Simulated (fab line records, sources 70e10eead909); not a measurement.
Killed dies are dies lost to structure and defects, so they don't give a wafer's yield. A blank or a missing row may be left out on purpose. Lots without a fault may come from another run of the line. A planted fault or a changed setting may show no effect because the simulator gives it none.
A struck lot beside a sound one | flow nand_harc | 14 steps out of a route of 1302
Sound: wafers L595.1, L595.3, L595.4. Struck: wafers L606.2, L606.4, L606.6. The cause comes at the end.
At each step with rows: each side's tool, then ch and its chambers, then its first start. Under that, the readings that differ: sound wafers | struck wafers | difference of the means | sigmas: that difference in standard deviations of wafers without a fault.
alike: readings whose means differ by less than 2 such deviations, and words and numbers that are the same on both sides. not compared: withheld readings, readings that some wafer has no value for, bounds like >300 that may hide the same value, and numbers for which the record gives no deviation and whose values overlap.
The two part at a step that has a row with sigmas, a row that says differs or no value, or rows on one side only. Numbers that don't overlap but have no deviation are shown without sigmas and don't part them. A reading that every wafer of one side lacks parts them only if that side has two wafers or more.

first, 1 step without rows for these wafers: NHARC_A_CHANNEL_FILL_D2_ALD_15 (deposits SiNx, target thk 2 nm, pulse time 60 s, ald cycles 19).
NHARC_A_CHANNEL_FILL_D2_ALD_16: deposits SiO2, target thk 1.5 nm, pulse time 10 s, ald cycles 15.
  sound on ald_hk-03 ch 0,1,3, day 16 22:22; struck on ald_hk-03 ch 0,1,2, day 21 18:25
  alike: ald_cycles, heater_power_w, precursor_pulse_height_rel
  not compared: since_wet_clean_h
then, 2 steps without rows for these wafers: NHARC_A_CHANNEL_FILL_D2_ANNEAL_17 (time 1800 s); NHARC_A_CHANNEL_FILL_D2_CVD_18 (deposits poly-Si, target thk 3 nm).
NHARC_A_CHANNEL_FILL_D2_ETCHBACK_19: etches the open film in HBr/Cl2, target depth 5 nm, time 1.7 s.
  sound on rie_si-02 ch 0,1,2, day 17 12:04; struck on rie_si-01 ch 0,3, day 22 06:09
  alike: drypump_motor_current_A, oes_product_au, throttle_valve_pct
  not compared: rf_hours_counter_h
NHARC_A_CHANNEL_FILL_D2_ETCHBACK_20: etches the open film in C4F8/O2/Ar, target depth 27 nm, time 13.5 s.
  sound on rie_diel-11 ch 1,2,3, day 17 12:12; struck on rie_diel-11 ch 0,2, day 22 06:17
  alike: oes_product_au, rf_vpp_V
  not compared: rf_hours_counter_h
NHARC_A_CHANNEL_FILL_D2_STRIP_28: strips in O2, time 20 s.
  sound on rie_diel-11 ch 0,2,3, day 17 12:19; struck on rie_diel-11 ch 1,2, day 22 06:22
  alike: drypump_motor_current_A, oes_product_au, rf_vpp_V, showerhead_plenum_p_Torr, throttle_valve_pct
  not compared: rf_hours_counter_h
then, 4 steps without rows for these wafers: NHARC_A_CHANNEL_FILL_D2_PRECLEAN_21 (cleans in dHF, time 30 s); NHARC_A_CHANNEL_FILL_D2_SRD_23; NHARC_A_CHANNEL_FILL_D2_CVD_05 (deposits poly-Si, target thk 5 nm); NHARC_A_CHANNEL_FILL_D2_ANNEAL_22 (time 7200 s).
NHARC_A_CHANNEL_FILL_D2_ALD_25: deposits SiOx, target thk 60 nm, pulse time 10 s, ald cycles 600.
  sound on ald_hk-01 ch 0,1,3, day 18 02:45; struck on ald_hk-01 ch 0,2, day 22 18:12
  reading    | sound       | struck      | difference | sigmas
  ald_cycles | 600 600 600 | 917 917 917 | +317       |
  alike: heater_power_w, precursor_pulse_height_rel
  not compared: since_wet_clean_h
NHARC_A_CHANNEL_FILL_D2_ETCHBACK_08: etches the open film in C4F8, target depth 220 nm, time 110 s.
  sound on rie_diel-02 ch 1,2,3; struck on rie_diel-02 ch 2,3
  reading               | sound          | struck         | difference | sigmas
  oes_product_au (a.u.) | 0.99 1.00 1.01 | 0.92 0.91 0.92 | -0.08      | -2
  alike: rf_vpp_V
  not compared: rf_hours_counter_h
-- the record jumps here: 10 days lie between the struck wafers' starts before and after (it left off in module A_CHANNEL_FILL_D2 and takes up again in module END, whose first step shown is number 1302 of the route) --
NHARC_END_SORT_01:
  the record has rows for the struck wafers here (prober-01 ch 0, day 32 22:00) and none for the sound ones

WHERE THEY PART
First at NHARC_A_CHANNEL_FILL_D2_ETCHBACK_08; last, within this record, at NHARC_END_SORT_01.

WHY: what the simulator had put in
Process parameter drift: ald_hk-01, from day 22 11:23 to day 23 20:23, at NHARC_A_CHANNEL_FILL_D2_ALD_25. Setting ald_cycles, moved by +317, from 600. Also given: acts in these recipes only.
